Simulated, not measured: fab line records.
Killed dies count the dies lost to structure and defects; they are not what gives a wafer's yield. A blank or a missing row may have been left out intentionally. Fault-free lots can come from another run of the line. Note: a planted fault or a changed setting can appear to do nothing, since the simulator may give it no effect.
Chamber matching / flow n5_finfet / 4 sister chambers for N5_BEOL_M2_ETCH_63 on rie_diel-04
The step etches SiARC in CF4, target depth 15.6 nm, time 26 s. 4 wafers are shown with their chamber, then 11 later ones without.

## WAFERS, EACH WITH ITS CHAMBER
wafer=L082.2; chamber=1; drypump_motor_current_A (A)=5.8
wafer=L082.5; chamber=3; drypump_motor_current_A (A)=5.7
wafer=L087.6; chamber=0; drypump_motor_current_A (A)=5.5
wafer=L089.1; chamber=2; drypump_motor_current_A (A)=4.7

## WAFERS WITHOUT THEIR CHAMBER
wafer=L089.2; drypump_motor_current_A (A)=5.6
wafer=L089.6; drypump_motor_current_A (A)=5.6
wafer=L092.1; drypump_motor_current_A (A)=5.7
wafer=L092.3; drypump_motor_current_A (A)=4.7
wafer=L092.4; drypump_motor_current_A (A)=4.7
wafer=L095.4; drypump_motor_current_A (A)=5.6
wafer=L095.5; drypump_motor_current_A (A)=5.8
wafer=L095.6; drypump_motor_current_A (A)=5.5
wafer=L096.3; drypump_motor_current_A (A)=5.8
wafer=L096.5; drypump_motor_current_A (A)=5.7
wafer=L096.6; drypump_motor_current_A (A)=4.8

## EACH ONE'S CHAMBER
wafer=L089.2; from the rows above=can't be placed: 0 or 3 or 1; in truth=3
wafer=L089.6; from the rows above=can't be placed: 0 or 3 or 1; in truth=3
wafer=L092.1; from the rows above=can't be placed: 3 or 1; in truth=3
wafer=L092.3; from the rows above=2; in truth=2
wafer=L092.4; from the rows above=2; in truth=2
wafer=L095.4; from the rows above=can't be placed: 0 or 3 or 1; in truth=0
wafer=L095.5; from the rows above=can't be placed: 1 or 3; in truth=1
wafer=L095.6; from the rows above=0; in truth=0
wafer=L096.3; from the rows above=can't be placed: 1 or 3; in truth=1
wafer=L096.5; from the rows above=can't be placed: 3 or 1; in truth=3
wafer=L096.6; from the rows above=2; in truth=2
Correct placement for 4 of the 11. Unplaceable from these rows: 7, with the true chamber sitting among the candidates in 7. Wrongly placed: 0.
How it was worked out, from the rows above alone: a wafer's distance from a chamber is the root of the sum, over the readings, of the square of ((its reading less the chamber's mean) divided by the reading's scatter). If the next closest chamber is less than 2 further off than the closest, the wafer can't be placed; otherwise it belongs to the closest. Each chamber's mean is taken over the wafers shown for it. The scatter: root of mean squared gap, hidden wafer to nearest shown wafer, with one shown wafer a chamber.
